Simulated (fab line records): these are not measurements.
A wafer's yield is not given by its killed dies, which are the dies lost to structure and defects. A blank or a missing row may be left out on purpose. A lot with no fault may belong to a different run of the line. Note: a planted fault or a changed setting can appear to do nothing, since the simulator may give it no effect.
A sampling plan put to the test | flow nandHarc | one fab line, 30 faults that these records tell of, each judged on the records of the lots that it struck; 1 more is left out, because the records don't allow judging it
The plan consists of the line's own looks: route steps at which the wafer is read by a gauge or an inspection but not changed. Where struck wafers have a number at a look and the file lists that look's usual mean and standard deviation on fault-free wafers, the look can be judged. Caught: the struck wafers' mean, at a look after the fault's first step, is 4 or more of those standard deviations (sigma) away from the usual mean. On the tool: the identical test, applied to the tool's own readings at the steps of the fault. A different recipe on the struck wafers counts as caught too, as does a record blank only for those wafers.

## THE FAULTS, as the simulator had put them in
1. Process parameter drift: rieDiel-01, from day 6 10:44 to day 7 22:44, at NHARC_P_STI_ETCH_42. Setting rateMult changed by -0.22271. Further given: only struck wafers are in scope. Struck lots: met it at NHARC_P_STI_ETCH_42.
2. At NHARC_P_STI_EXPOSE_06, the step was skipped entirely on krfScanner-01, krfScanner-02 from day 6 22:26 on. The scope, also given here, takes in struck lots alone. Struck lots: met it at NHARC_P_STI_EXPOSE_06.
3. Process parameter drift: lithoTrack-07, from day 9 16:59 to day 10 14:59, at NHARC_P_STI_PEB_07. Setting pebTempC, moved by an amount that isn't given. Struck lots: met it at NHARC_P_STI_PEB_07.
4. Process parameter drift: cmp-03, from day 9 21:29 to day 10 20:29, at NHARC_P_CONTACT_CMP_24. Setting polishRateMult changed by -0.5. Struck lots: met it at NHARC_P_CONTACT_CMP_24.
5. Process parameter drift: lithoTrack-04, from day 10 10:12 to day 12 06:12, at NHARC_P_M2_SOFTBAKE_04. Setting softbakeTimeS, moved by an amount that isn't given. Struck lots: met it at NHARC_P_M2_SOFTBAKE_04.
6. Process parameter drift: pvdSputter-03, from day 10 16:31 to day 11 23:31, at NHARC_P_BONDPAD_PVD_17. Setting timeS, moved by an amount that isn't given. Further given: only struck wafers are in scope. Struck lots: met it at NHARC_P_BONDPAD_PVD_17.
7. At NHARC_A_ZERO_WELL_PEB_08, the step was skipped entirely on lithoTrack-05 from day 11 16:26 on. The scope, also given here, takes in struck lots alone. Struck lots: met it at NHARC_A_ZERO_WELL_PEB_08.
8. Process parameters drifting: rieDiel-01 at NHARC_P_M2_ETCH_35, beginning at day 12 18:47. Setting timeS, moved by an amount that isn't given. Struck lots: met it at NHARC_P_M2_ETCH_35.
9. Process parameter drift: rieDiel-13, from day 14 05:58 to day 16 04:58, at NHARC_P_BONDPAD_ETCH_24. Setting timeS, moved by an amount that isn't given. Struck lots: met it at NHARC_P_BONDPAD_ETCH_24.
10. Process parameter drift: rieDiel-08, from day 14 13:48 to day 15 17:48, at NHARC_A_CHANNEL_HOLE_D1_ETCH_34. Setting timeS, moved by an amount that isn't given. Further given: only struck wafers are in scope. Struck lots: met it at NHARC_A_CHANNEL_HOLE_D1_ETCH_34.
11. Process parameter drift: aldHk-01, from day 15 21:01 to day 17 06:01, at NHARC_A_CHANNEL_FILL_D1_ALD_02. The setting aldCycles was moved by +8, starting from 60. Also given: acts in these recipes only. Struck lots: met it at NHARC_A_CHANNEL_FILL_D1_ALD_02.
12. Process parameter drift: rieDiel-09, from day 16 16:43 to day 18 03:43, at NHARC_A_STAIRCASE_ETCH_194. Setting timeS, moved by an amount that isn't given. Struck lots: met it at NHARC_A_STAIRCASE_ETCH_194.
13. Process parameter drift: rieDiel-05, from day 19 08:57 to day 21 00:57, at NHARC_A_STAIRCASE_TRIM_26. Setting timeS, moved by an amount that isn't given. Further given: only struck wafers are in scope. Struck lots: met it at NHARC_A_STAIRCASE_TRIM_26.
14. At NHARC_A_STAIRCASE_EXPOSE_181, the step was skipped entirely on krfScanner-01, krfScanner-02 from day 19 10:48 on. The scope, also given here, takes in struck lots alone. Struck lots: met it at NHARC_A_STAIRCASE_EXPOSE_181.
15. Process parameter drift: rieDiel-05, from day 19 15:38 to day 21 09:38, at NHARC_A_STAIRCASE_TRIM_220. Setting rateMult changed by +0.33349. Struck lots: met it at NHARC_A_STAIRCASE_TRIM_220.
16. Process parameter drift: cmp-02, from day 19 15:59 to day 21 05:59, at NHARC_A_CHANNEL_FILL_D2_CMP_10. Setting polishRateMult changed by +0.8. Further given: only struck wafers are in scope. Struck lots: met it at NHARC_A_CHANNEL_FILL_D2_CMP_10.
17. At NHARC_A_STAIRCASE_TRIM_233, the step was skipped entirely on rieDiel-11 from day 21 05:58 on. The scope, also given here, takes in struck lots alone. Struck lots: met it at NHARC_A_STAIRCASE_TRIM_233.
18. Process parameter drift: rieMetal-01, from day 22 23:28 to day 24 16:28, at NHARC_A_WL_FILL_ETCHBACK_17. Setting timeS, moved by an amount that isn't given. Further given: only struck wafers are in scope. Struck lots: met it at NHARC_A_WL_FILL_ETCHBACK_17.
19. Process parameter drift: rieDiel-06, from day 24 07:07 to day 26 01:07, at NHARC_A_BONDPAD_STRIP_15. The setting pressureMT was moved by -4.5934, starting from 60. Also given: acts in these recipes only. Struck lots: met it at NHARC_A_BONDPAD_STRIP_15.
20. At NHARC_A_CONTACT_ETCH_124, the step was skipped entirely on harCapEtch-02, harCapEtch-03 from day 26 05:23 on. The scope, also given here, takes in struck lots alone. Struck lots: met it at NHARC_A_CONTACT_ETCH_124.
21. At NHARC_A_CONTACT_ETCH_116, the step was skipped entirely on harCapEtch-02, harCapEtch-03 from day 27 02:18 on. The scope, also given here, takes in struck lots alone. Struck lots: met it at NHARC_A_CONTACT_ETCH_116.
22. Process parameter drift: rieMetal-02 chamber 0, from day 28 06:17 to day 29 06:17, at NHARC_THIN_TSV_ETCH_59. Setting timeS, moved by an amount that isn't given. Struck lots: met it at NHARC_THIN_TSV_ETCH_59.
23. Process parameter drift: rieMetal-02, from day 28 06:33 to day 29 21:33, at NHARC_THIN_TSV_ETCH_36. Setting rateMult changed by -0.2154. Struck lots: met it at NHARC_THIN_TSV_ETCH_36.
24. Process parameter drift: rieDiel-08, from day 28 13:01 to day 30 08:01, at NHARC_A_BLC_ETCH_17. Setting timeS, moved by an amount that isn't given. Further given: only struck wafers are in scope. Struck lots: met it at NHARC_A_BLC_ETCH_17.
25. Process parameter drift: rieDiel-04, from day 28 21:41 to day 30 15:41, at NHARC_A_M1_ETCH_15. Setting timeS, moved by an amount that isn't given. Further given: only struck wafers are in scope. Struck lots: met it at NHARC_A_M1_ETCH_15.
26. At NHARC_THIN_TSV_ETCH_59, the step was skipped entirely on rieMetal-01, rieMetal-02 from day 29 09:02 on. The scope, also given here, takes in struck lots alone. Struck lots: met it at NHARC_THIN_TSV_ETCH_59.
27. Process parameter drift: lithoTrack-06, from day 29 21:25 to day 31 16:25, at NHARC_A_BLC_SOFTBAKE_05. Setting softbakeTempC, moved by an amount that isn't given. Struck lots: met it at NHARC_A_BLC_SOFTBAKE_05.
28. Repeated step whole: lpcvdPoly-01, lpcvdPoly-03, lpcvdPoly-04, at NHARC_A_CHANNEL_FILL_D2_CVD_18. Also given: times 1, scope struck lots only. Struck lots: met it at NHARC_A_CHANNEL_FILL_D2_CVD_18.
29. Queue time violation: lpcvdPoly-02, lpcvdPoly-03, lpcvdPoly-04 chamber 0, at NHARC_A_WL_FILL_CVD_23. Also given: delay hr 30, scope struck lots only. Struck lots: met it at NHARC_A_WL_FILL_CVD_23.
30. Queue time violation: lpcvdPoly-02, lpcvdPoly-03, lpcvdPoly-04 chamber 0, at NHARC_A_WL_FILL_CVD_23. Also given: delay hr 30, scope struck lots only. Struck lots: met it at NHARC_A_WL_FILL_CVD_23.

## WHAT THE PLAN SAW
fault | on the tool itself                               | first look that catches it                      | reading, sigma                                          | median hours from its first step to that look | hours from the fault's start to the first struck lot there | judged looks passed uncaught
1     | oesProductAu -13 sigma                           | not the one look that can be judged after it    | -                                                       | -                                             | -                                                          | 1
2     | no reading that can be judged                    | no look after it can be judged                  | -                                                       | -                                             | -                                                          | 0
3     | plateTempC +6.6 sigma                            | NHARC_P_STI_CD_MEAS_09                          | cdNm +4.0                                               | 0.1                                           | 5                                                          | 0
4     | overpolishRunS -99 or beyond sigma               | NHARC_P_M0_INSPECT_11                           | rawDefectCount +96                                      | 1.4                                           | 18                                                         | 1
5     | heaterPowerTotalW +99 or beyond sigma            | not the one look that can be judged after it    | -                                                       | -                                             | -                                                          | 1
6     | under 2 sigma                                    | no look after it can be judged                  | -                                                       | -                                             | -                                                          | 0
7     | the tool's record is blank for the struck wafers | no look after it can be judged                  | -                                                       | -                                             | -                                                          | 0
8     | runLengthS -20 sigma                             | none of the 2 looks that can be judged after it | -                                                       | -                                             | -                                                          | 2
9     | runLengthS -48 sigma                             | no look after it can be judged                  | -                                                       | -                                             | -                                                          | 0
10    | runLengthS -18 sigma                             | no look after it can be judged                  | -                                                       | -                                             | -                                                          | 0
11    | under 2 sigma                                    | not the one look that can be judged after it    | -                                                       | -                                             | -                                                          | 1
12    | runLengthS -19 sigma                             | no look after it can be judged                  | -                                                       | -                                             | -                                                          | 0
13    | runLengthS +46 sigma                             | not the one look that can be judged after it    | -                                                       | -                                             | -                                                          | 1
14    | no reading that can be judged                    | no look after it can be judged                  | -                                                       | -                                             | -                                                          | 0
15    | oesProductAu +21 sigma                           | no look after it can be judged                  | -                                                       | -                                             | -                                                          | 0
16    | only faintly: timeToEndpointS -2.9 sigma         | no look after it can be judged                  | -                                                       | -                                             | -                                                          | 0
17    | the tool's record is blank for the struck wafers | no look after it can be judged                  | -                                                       | -                                             | -                                                          | 0
18    | runLengthS -17 sigma                             | no look after it can be judged                  | -                                                       | -                                             | -                                                          | 0
19    | chamberPressureMTorr -86 sigma                   | no look after it can be judged                  | -                                                       | -                                             | -                                                          | 0
20    | the tool's record is blank for the struck wafers | no look after it can be judged                  | -                                                       | -                                             | -                                                          | 0
21    | the tool's record is blank for the struck wafers | no look after it can be judged                  | -                                                       | -                                             | -                                                          | 0
22    | runLengthS -28 sigma                             | no look after it can be judged                  | -                                                       | -                                             | -                                                          | 0
23    | oesProductAu -11 sigma                           | no look after it can be judged                  | -                                                       | -                                             | -                                                          | 0
24    | runLengthS -99 or beyond sigma                   | not the one look that can be judged after it    | strongest: killedAtPeriphery at NHARC_END_SORT_01, +3.0 | -                                             | -                                                          | 1
25    | runLengthS -27 sigma                             | not the one look that can be judged after it    | -                                                       | -                                             | -                                                          | 1
26    | the tool's record is blank for the struck wafers | no look after it can be judged                  | -                                                       | -                                             | -                                                          | 0
27    | heaterPowerTotalW -53 sigma                      | no look after it can be judged                  | -                                                       | -                                             | -                                                          | 0
28    | under 2 sigma                                    | no look after it can be judged                  | -                                                       | -                                             | -                                                          | 0
29    | under 2 sigma                                    | not the one look that can be judged after it    | -                                                       | -                                             | -                                                          | 1
30    | under 2 sigma                                    | not the one look that can be judged after it    | -                                                       | -                                             | -                                                          | 1
A dash: this means the fault isn't caught or the number doesn't appear in these records.

Caught at a look: 2 of 30. Caught on the tool: 22 of 30. By one or the other: 22 of 30.
Faults 1, 5, 7, 8, 9, 10, 12, 13, 15, 17, 18, 19, 20, 21, 22, 23, 24, 25, 26, 27 were caught on the tool alone.
Caught by neither: faults 2, 6, 11, 14, 16, 28, 29, 30.

## THINNER SAMPLING
If the look that catches a fault measured only every second or every third lot, by lot number, the first struck lot would be measured this late in the worst case:
fault | struck lots at that look, in order of time | every lot | every second lot | every third lot
3     | L516, L517                                 | 5 h       | 16 h             | may miss all 2
4     | L544, L543                                 | 18 h      | 19 h             | may miss all 2
Hours count from the start of the fault until the first struck lot that is measured. The limit of 4 sigma was tested on all struck wafers together, so one lot alone may lie under it. Other struck lots may not be in these records.

## THE LONGEST TIMED WAY FROM STEP TO LOOK
In fault 4, a median of 1.4 hours elapses between NHARC_P_CONTACT_CMP_24 and NHARC_P_M0_INSPECT_11. The look between them that can be judged stayed within 4 sigma: NHARC_P_CONTACT_INSPECT_27.
